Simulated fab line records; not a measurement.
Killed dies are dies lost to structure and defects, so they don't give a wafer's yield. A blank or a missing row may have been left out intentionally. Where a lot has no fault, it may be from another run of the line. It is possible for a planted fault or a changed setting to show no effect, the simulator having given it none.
A struck lot beside a sound one + flow nandHarc + 15 out of 1302 route steps
Sound: these wafers, L114.4, L114.5, L114.6. Struck: wafer L133.1. (L133.6 of the same lot was not struck and is left out.) The cause comes at the end.
Per side, at each step with rows, come the tool, then ch with its chambers, and then its first start. Under that, the readings that differ: sound wafers + struck wafers + difference of the means + sigmas: that difference in standard deviations of wafers without a fault.
alike: readings whose means differ by less than 2 such deviations, and words and numbers that are the same on both sides. not compared: withheld readings, readings that some wafer has no value for, bounds like >300 that may hide the same value, and numbers for which the record gives no deviation and whose values overlap.
A row with sigmas, a row that says differs or no value, or rows on one side alone: a step with any of these is where the two part. Numbers that don't overlap but have no deviation are shown without sigmas and don't part them. A reading that every wafer of one side lacks parts them only if that side has two wafers or more.

first, 3 steps without rows for these wafers: NHARC_A_CHANNEL_HOLE_D1_STRIP_41 (strips in N2/H2); NHARC_A_CHANNEL_HOLE_D1_STRIP_42 (strips in CF4/CHF3); NHARC_A_CHANNEL_HOLE_D1_STRIP_43 (strips in O2/COS).
NHARC_A_CHANNEL_HOLE_D1_ETCH_44: etches the open film in CF4/O2, target depth 140 nm, overetch 14 nm, time 77 s.
  sound on rieDiel-04 ch 0,1, day 10 00:04; struck on rieDiel-07 ch 1, day 17 18:16
  alike: drypumpMotorCurrentA, o2FlowSccm, oesProductAu, rfVppV, showerheadPlenumPTorr, throttleValvePct
  not compared: rfHoursCounterH
NHARC_A_CHANNEL_HOLE_D1_STRIP_27: strips in O2.
  sound: rieDiel-04 ch 0,1; struck: rieDiel-07 ch 0
| reading             | sound             | struck | difference | sigmas |
|---------------------|-------------------|--------|------------|--------|
| oesProductAu (a.u.) | 0.985 0.985 1.005 | 1.016  | +0.024     | +2     |
  alike: drypumpMotorCurrentA, o2FlowSccm, rfVppV, showerheadPlenumPTorr, throttleValvePct
  not compared: rfHoursCounterH
then, 2 steps without rows for these wafers: NHARC_A_CHANNEL_HOLE_D1_PRECLEAN_28 (cleans in SC1); NHARC_A_CHANNEL_HOLE_D1_SRD_29.
NHARC_A_CHANNEL_HOLE_D1_CD_MEAS_30:
  sound: cdSem-02 at day 10 00:52; struck: cdSem-02 at day 17 19:03
| reading   | sound          | struck | difference | sigmas |
|-----------|----------------|--------|------------|--------|
| cdNm (nm) | 87.9 89.1 87.9 | 92.1   | +3.8       | +3     |
NHARC_A_CHANNEL_HOLE_D1_XSEM_31:
  sound on xsem-02 ch 0, day 10 00:58; struck on xsem-02 ch 0, day 17 19:08
| reading      | sound          | struck | difference | sigmas |
|--------------|----------------|--------|------------|--------|
| botCdNm (nm) | 72.7 74.3 73.1 | 77.0   | +3.6       | +3     |
  alike: bowNm, tiltDeg
NHARC_A_CHANNEL_HOLE_D1_INSPECT_40:
  sound: defectInspect-02 at day 10 01:02; struck: defectInspect-01 at day 17 19:14
  alike: rawDefectCount
then, 2 steps without rows for these wafers: NHARC_A_CHANNEL_FILL_D1_PRECLEAN_00 (cleans in SC1); NHARC_A_CHANNEL_FILL_D1_SRD_01.
NHARC_A_CHANNEL_FILL_D1_ALD_02: deposits SiO2, target thk 6 nm, pulse time 10 s, ald cycles 60.
  sound on aldHk-01 ch 1,2,3, day 10 01:46; struck on aldHk-02 ch 0, day 17 19:35
| reading          | sound       | struck | difference | sigmas |
|------------------|-------------|--------|------------|--------|
| aldCycles        | 60 60 60    | 68     | +8         |        |
| heaterPowerW (W) | 481 413 447 | 535    | +88        | +2     |
  alike: heaterPowerOuterW, precursorPulseHeightRel
NHARC_A_CHANNEL_FILL_D1_ALD_03: deposits SiNx, target thk 6 nm, pulse time 60 s, ald cycles 58.
  sound: aldSinBatch-02 ch 0; struck: aldSinBatch-01 ch 0
| reading                 | sound             | struck | difference | sigmas |
|-------------------------|-------------------|--------|------------|--------|
| precursorPulseHeightRel | 1.040 1.024 0.989 | 0.974  | -0.044     | -2     |
  not compared: aldCycles
after that, 1 step had no rows for these wafers: NHARC_END_SORT_01.

WHERE THEY PART
Earliest at NHARC_A_CHANNEL_HOLE_D1_STRIP_27; latest, in this record, at NHARC_A_CHANNEL_FILL_D1_ALD_03.

WHY: the cause the simulator had injected
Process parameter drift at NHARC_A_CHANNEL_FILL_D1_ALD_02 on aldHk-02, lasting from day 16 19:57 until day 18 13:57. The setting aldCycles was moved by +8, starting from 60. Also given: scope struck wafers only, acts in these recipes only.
